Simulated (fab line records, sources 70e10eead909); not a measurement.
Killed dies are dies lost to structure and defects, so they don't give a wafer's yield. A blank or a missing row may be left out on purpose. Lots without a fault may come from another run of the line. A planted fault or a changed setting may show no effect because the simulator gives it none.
Chamber matching | flow nand_harc | NHARC_A_BLC_ALD_23 on ald_metal-02: 4 sister chambers
The step deposits TiN, target thk 3 nm, pulse time 1 s, ald cycles 150. 18 wafers are shown with their chamber, then 9 later ones without.

WAFERS WITH THEIR CHAMBER
wafer  | chamber | heater_power_w (W) | precursor_pulse_height_rel
L075.1 | 0       | 1009               | 0.956
L075.2 | 1       | 1057               | 0.981
L075.5 | 3       | 1445               | 0.996
L079.1 | 3       | 1371               | 1.003
L079.2 | 0       | 1026               | 0.987
L079.4 | 1       | 1012               | 1.009
L082.4 | 0       | 1022               | 0.997
L082.5 | 0       | 997                | 1.025
L082.6 | 3       | 1380               | 0.984
L084.1 | 1       | 1021               | 0.973
L084.2 | 0       | 1041               | 1.011
L084.6 | 1       | 1023               | 1.015
L086.1 | 1       | 1045               | 1.020
L086.3 | 3       | 1307               | 1.016
L086.4 | 0       | 1039               | 0.980
L092.2 | 0       | 1006               | 1.016
L092.3 | 3       | 1312               | 0.987
L092.5 | 2       | 1314               | 1.027

SIGNATURES (means of the wafers above)
reading                    | chamber 0 | chamber 1 | chamber 2 | chamber 3 | scatter within a chamber
heater_power_w             | 1020.00   | 1031.60   | 1314.00   | 1363.00   | 33.7
precursor_pulse_height_rel | 0.99600   | 0.99960   | 1.02700   | 0.99720   | 0.0205
Rule: a wafer's distance from a chamber is the root of the sum, over the readings, of the square of ((its reading less the chamber's mean) divided by the reading's scatter). The wafer belongs to the nearest chamber; if the next one is less than 2 further off, it can't be placed. The scatter: the root of (the sum of the squares of (reading less its chamber's mean) over the shown wafers, divided by (wafers less chambers)).

WAFERS WITHOUT THEIR CHAMBER
wafer  | heater_power_w (W) | precursor_pulse_height_rel
L093.2 | 1326               | 0.991
L093.3 | 1044               | 0.998
L093.6 | 1013               | 1.008
L094.1 | 1352               | 0.959
L094.3 | 1034               | 0.981
L094.4 | 1296               | 0.998
L096.2 | 1341               | 1.000
L096.4 | 1030               | 0.955
L096.6 | 1287               | 1.000

WHICH CHAMBER EACH WENT THROUGH
wafer  | from the rows above     | in truth
L093.2 | can't be placed: 3 or 2 | 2
L093.3 | can't be placed: 1 or 0 | 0
L093.6 | can't be placed: 0 or 1 | 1
L094.1 | can't be placed: 3 or 2 | 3
L094.3 | can't be placed: 0 or 1 | 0
L094.4 | can't be placed: 2 or 3 | 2
L096.2 | can't be placed: 3 or 2 | 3
L096.4 | can't be placed: 0 or 1 | 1
L096.6 | can't be placed: 2 or 3 | 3
Placed correctly: 0 of 9. Can't be placed from these rows: 9 (the true chamber is among the candidates in 9). Placed wrongly: 0.
